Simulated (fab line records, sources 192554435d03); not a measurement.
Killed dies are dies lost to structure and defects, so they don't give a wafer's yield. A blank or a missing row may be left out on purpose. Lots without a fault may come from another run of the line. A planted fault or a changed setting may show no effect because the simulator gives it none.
Split-lot experiment | flow n5_finfet | 7 lots, 21 wafers read, on a route of 1938 steps

THE SPLIT
At N5_BEOL_M14_COAT_66 (time 60 s, resist thk 110 nm), the setting spin_rpm was moved away from the recipe's 1500 rpm on 8 of the 21 wafers read, by -8.9% to +5.5%. The other wafers ran this setting at the recipe's value.

FROM THE SPLIT TO THE READING: what the file shows between them, 4 steps
- N5_BEOL_M14_COAT_22: resist thk 300 nm
- N5_BEOL_M14_EBR_24
- N5_BEOL_M14_DESCUM_33: chemistry O2, time 7.9 s
- N5_BEOL_M14_ETCH_67: etches SiARC in CF4, target depth 143 nm, time 238.3 s

THE READING
SiARC_of_BEOL_M14_COAT_66.thk_nm (the simulator's own value, which no gauge read), in nm, at N5_BEOL_M14_ETCH_68 (etches SOC in N2/H2, time 450 s). The file gives no usual value for it. The 13 wafers here that ran the recipe average 65.1 nm, standard deviation 0.89 nm.

wafer  | tool, chamber at the split | spin_rpm as run, rpm | against the recipe | SiARC_of_BEOL_M14_COAT_66.thk_nm, nm | against lot-mates on the recipe
L086.1 | litho_track-05, 0          | 1500                 | recipe             | 66                                   | -
L086.2 | litho_track-05, 0          | 1405                 | -6.3%              | 69                                   | +3.0
L086.3 | litho_track-05, 0          | 1405                 | -6.3%              | 69.6                                 | +3.6
L088.1 | litho_track-02, 0          | 1500                 | recipe             | 63.8                                 | -
L088.2 | litho_track-02, 0          | 1416                 | -5.6%              | 67.8                                 | +4.0
L088.3 | litho_track-02, 0          | 1416                 | -5.6%              | 68.2                                 | +4.4
L089.2 | litho_track-05, 0          | 1500                 | recipe             | 65.6                                 | -
L089.4 | litho_track-05, 0          | 1500                 | recipe             | 65.4                                 | -
L089.5 | litho_track-05, 0          | 1500                 | recipe             | 66                                   | -
L090.1 | litho_track-02, 0          | 1500                 | recipe             | 63.4                                 | -
L090.3 | litho_track-02, 0          | 1444                 | -3.7%              | 66.8                                 | +3.4
L090.5 | litho_track-02, 0          | 1444                 | -3.7%              | 65.8                                 | +2.4
L092.1 | litho_track-05, 0          | 1500                 | recipe             | 65.2                                 | -
L092.2 | litho_track-05, 0          | 1500                 | recipe             | 65                                   | -
L092.5 | litho_track-05, 0          | 1500                 | recipe             | 64.2                                 | -
L093.2 | litho_track-02, 0          | 1500                 | recipe             | 66.6                                 | -
L093.4 | litho_track-02, 0          | 1500                 | recipe             | 65.2                                 | -
L093.5 | litho_track-02, 0          | 1366                 | -8.9%              | 71.4                                 | +5.5
L097.1 | litho_track-03, 0          | 1500                 | recipe             | 65.4                                 | -
L097.3 | litho_track-03, 0          | 1500                 | recipe             | 64.4                                 | -
L097.4 | litho_track-03, 0          | 1583                 | +5.5%              | 62.6                                 | -2.3

THE FIT
A straight line over all 21 wafers: SiARC_of_BEOL_M14_COAT_66.thk_nm changes by -0.586 nm for each +1% of spin_rpm; r = -0.91; the points scatter about the line by 0.9 nm.
The same after taking each lot's own level away (the mean of its wafers on the recipe; 21 wafers): -0.593 nm for each +1%; r = -0.96; scatter 0.58 nm.
On that fit, the largest move of spin_rpm shifts the reading by 5.3 nm.
The lots' own levels span 63.40 to 66.00 nm, that is 2.9 times the standard deviation above.
So the lot-to-lot level changes the slope little: the two slopes agree.
Check: with one of the wafers moved furthest among these (-8.9%) left out of the fit, the line predicts +5.44 nm for it against its lot-mates. It came out at +5.5 nm against them.

OTHER SPLITS ON THESE WAFERS
These wafers also went through other splits before the reading. Each is held against what the fit with the lots' levels taken away leaves over:
other split on the same wafers    | wafers away from the commonest value | r with SiARC_of_BEOL_M14_COAT_66.thk_nm (lot level and that fit taken away)
N5_BEOL_M6_ALD_77 ald_cycles      | 10                                   | -0.35
N5_BEOL_M7_TRENCH_ETCH_37 bias_w  | 6                                    | -0.14
N5_BEOL_M7_ETCH_41 bias_w         | 4                                    | -0.05
N5_BEOL_M10_PEB_26 peb_time_s     | 6                                    | +0.13
N5_BEOL_M10_TRENCH_ETCH_37 bias_w | 6                                    | -0.11
N5_BEOL_M13_COAT_58 spin_rpm      | 6                                    | -0.41
N5_BEOL_M13_ETCH_59 time_s        | 11                                   | +0.41

THE WHOLE CHAIN: every reading that the file lists as answering this split, in the file's order
step                | what it does                                           | reading                                                                           | change (the file's fit)               | r (the file's)
N5_BEOL_M14_COAT_66 | time 60 s, resist thk 110 nm                           | SiARC_of_BEOL_M14_COAT_66.thk_nm (the simulator's own value, which no gauge read) | -0.586 nm for each +1% of the setting | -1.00
N5_BEOL_M14_ETCH_67 | etches SiARC in CF4, target depth 143 nm, time 238.3 s | etch.depth_nm (the simulator's own value, which no gauge read)                    | -0.58 nm for each +1% of the setting  | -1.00
N5_BEOL_M14_ETCH_67 | etches SiARC in CF4, target depth 143 nm, time 238.3 s | coat_of_BEOL_M14_COAT_22.thk_nm (the simulator's own value, which no gauge read)  | +0.471 nm for each +1% of the setting | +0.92
N5_BEOL_M14_ETCH_68 | etches SOC in N2/H2, time 450 s                        | SiARC_of_BEOL_M14_COAT_66.thk_nm (the simulator's own value, which no gauge read) | -0.598 nm for each +1% of the setting | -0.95

THE FILE'S OWN FIT
SiARC_of_BEOL_M14_COAT_66.thk_nm changes by -0.598 nm for each +1% of spin_rpm, r = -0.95.
